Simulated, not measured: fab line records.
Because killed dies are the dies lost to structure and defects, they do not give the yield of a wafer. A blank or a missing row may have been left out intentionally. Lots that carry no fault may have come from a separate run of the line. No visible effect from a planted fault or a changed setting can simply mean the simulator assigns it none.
Tool commonality check    flow nand harc    11 lots and 33 wafers in the sample

## THE REASON FOR OPENING IT
At NHARC_A_CONTACT_CD_MEAS_69 the reading cd nm is flagged on 3 of 11 lots. No-fault wafers: 300.1 nm, standard deviation 0.53.
Rule: a lot is flagged in two cases, either no wafer of it has a number, or all its wafers with numbers fall more than 4 standard deviations from that mean. As for the other lots, they are considered sound.

lot   measured      on         cd nm (nm), wafer by wafer  flag
L219  day 23 05:20  cd sem-03  298.7 300.2 299.2           
L218  day 23 05:29  cd sem-02  299.7 300.5 301.0           
L220  day 23 16:02  cd sem-01  300.7 300.7 300.1           
L221  day 25 00:35  cd sem-02  300.9 300.9 301.3           
L223  day 25 18:45  cd sem-02  300.4 300.2 300.4           
L224  day 25 19:10  cd sem-02  300.4 300.4 300.0           
L229  day 27 17:06  cd sem-01  313.9 314.2 314.6           FLAGGED
L232  day 28 19:11  cd sem-03  312.6 311.3 311.5           FLAGGED
L235  day 29 12:02  cd sem-01  309.2 309.3 309.0           FLAGGED
L237  day 31 09:46  cd sem-01  300.5 300.1 299.1           
L239  day 31 22:10  cd sem-02  300.4 300.1 300.5           
On average the flagged lots' numbers are 311.7 nm, which is +11.6 nm against the usual, or +22 standard deviations.

## WHICH TOOL RAN EACH LOT
The record holds 3 process steps before the reading, out of a route of 1302 steps. Each cell gives the tool, then ch followed by the chambers the sampled wafers passed through, then the start.
lot   flag     NHARC_A_CONTACT_ETCH_119              NHARC_A_CONTACT_STRIP_55                       NHARC_A_CONTACT_EXPOSE_66
L219           har cap etch-03 ch 0,1, day 22 21:49  rie diel-04 ch 0,1,2, day 23 05:11 or earlier  arfi scanner-03 ch 0, day 23 05:11
L218           har cap etch-01 ch 0,1, day 22 21:20  rie diel-04 ch 1,2,3, day 23 05:20 or earlier  arfi scanner-02 ch 0, day 23 05:20
L220           har cap etch-02 ch 0,1, day 23 05:09  rie diel-05 ch 0,3, day 23 15:53 or earlier    arfi scanner-01 ch 0, day 23 15:53
L221           har cap etch-01 ch 0,1, day 24 17:49  rie diel-04 ch 0,3, day 25 00:27 or earlier    arfi scanner-03 ch 0, day 25 00:27
L223           har cap etch-01 ch 0, day 25 08:09    rie diel-02 ch 0,1,2, day 25 18:37 or earlier  arfi scanner-03 ch 0, day 25 18:37
L224           har cap etch-03 ch 0,1, day 25 09:13  rie diel-02 ch 0,1,3, day 25 19:02 or earlier  arfi scanner-01 ch 0, day 25 19:02
L229  FLAGGED  har cap etch-02 ch 0,1, day 27 10:20  rie diel-04 ch 2,3, day 27 16:58 or earlier    arfi scanner-01 ch 0, day 27 16:58
L232  FLAGGED  har cap etch-02 ch 0,1, day 28 10:40  rie diel-04 ch 1,2, day 28 19:04 or earlier    arfi scanner-01 ch 0, day 28 19:04
L235  FLAGGED  har cap etch-02 ch 0,1, day 29 05:22  rie diel-05 ch 1,2,3, day 29 11:54 or earlier  arfi scanner-01 ch 0, day 29 11:54
L237           har cap etch-01 ch 0,1, day 31 02:47  rie diel-04 ch 1,2,3, day 31 09:38 or earlier  arfi scanner-02 ch 0, day 31 09:38
L239           har cap etch-03 ch 0,1, day 31 15:02  rie diel-05 ch 0,2,3, day 31 22:02 or earlier  arfi scanner-02 ch 0, day 31 22:02
What is done by these steps:
- NHARC_A_CONTACT_ETCH_119: etches the open film in C4F8/O2/Ar, time 190 s, target depth 1850 nm.
- NHARC_A_CONTACT_STRIP_55: strips in O2.
- NHARC_A_CONTACT_EXPOSE_66: exposes mask A CC 2.
- NHARC_A_CONTACT_CD_MEAS_69: target cd 300 nm.

## FLAGGED AGAINST TOTAL, ONE TOOL AT A TIME (gauges that did the reading follow at the end)
step                        tool             lots run  flagged  share of the flagged lots  sound lots run after its first flagged lot
NHARC_A_CONTACT_ETCH_119    har cap etch-01  4         0        none                       -
NHARC_A_CONTACT_ETCH_119    har cap etch-02  4         3        all                        0
NHARC_A_CONTACT_ETCH_119    har cap etch-03  3         0        none                       -
NHARC_A_CONTACT_STRIP_55    rie diel-02      2         0        none                       -
NHARC_A_CONTACT_STRIP_55    rie diel-04      6         2        some                       1 (L237)
NHARC_A_CONTACT_STRIP_55    rie diel-05      3         1        some                       1 (L239)
NHARC_A_CONTACT_EXPOSE_66   arfi scanner-01  5         3        all                        0
NHARC_A_CONTACT_EXPOSE_66   arfi scanner-02  3         0        none                       -
NHARC_A_CONTACT_EXPOSE_66   arfi scanner-03  3         0        none                       -
NHARC_A_CONTACT_CD_MEAS_69  cd sem-01        4         2        some                       1 (L237)
NHARC_A_CONTACT_CD_MEAS_69  cd sem-02        5         0        none                       -
NHARC_A_CONTACT_CD_MEAS_69  cd sem-03        2         1        some                       0
NHARC_A_CONTACT_STRIP_55: start missing for some lots; hours and lot order therefore follow NHARC_A_CONTACT_EXPOSE_66.

## WHAT THE TABLE PERMITS
2 rows of the table ran every flagged lot: har cap etch-02 at NHARC_A_CONTACT_ETCH_119, arfi scanner-01 at NHARC_A_CONTACT_EXPOSE_66.
- har cap etch-02 at NHARC_A_CONTACT_ETCH_119: 3 of its 4 lots flagged. A fault beginning between L220 (day 23 05:09), its last sound lot, and L229 (day 27 10:20), its first flagged one, fits the data.
- arfi scanner-01 at NHARC_A_CONTACT_EXPOSE_66: 3 of its 5 lots flagged. A fault beginning between L224 (day 25 19:02), its last sound lot, and L229 (day 27 16:58), its first flagged one, fits the data. Its own readings (exposure dose mJ cm2) fall more than 4 standard deviations out on all wafers of the flagged lots.
These 2 tools cannot be told apart by counting lots, since each of them fits a fault that started at some hour. More lots, or a look at what each step does to the wafer, might.

## WHAT HAD BEEN PUT IN BY THE SIMULATOR
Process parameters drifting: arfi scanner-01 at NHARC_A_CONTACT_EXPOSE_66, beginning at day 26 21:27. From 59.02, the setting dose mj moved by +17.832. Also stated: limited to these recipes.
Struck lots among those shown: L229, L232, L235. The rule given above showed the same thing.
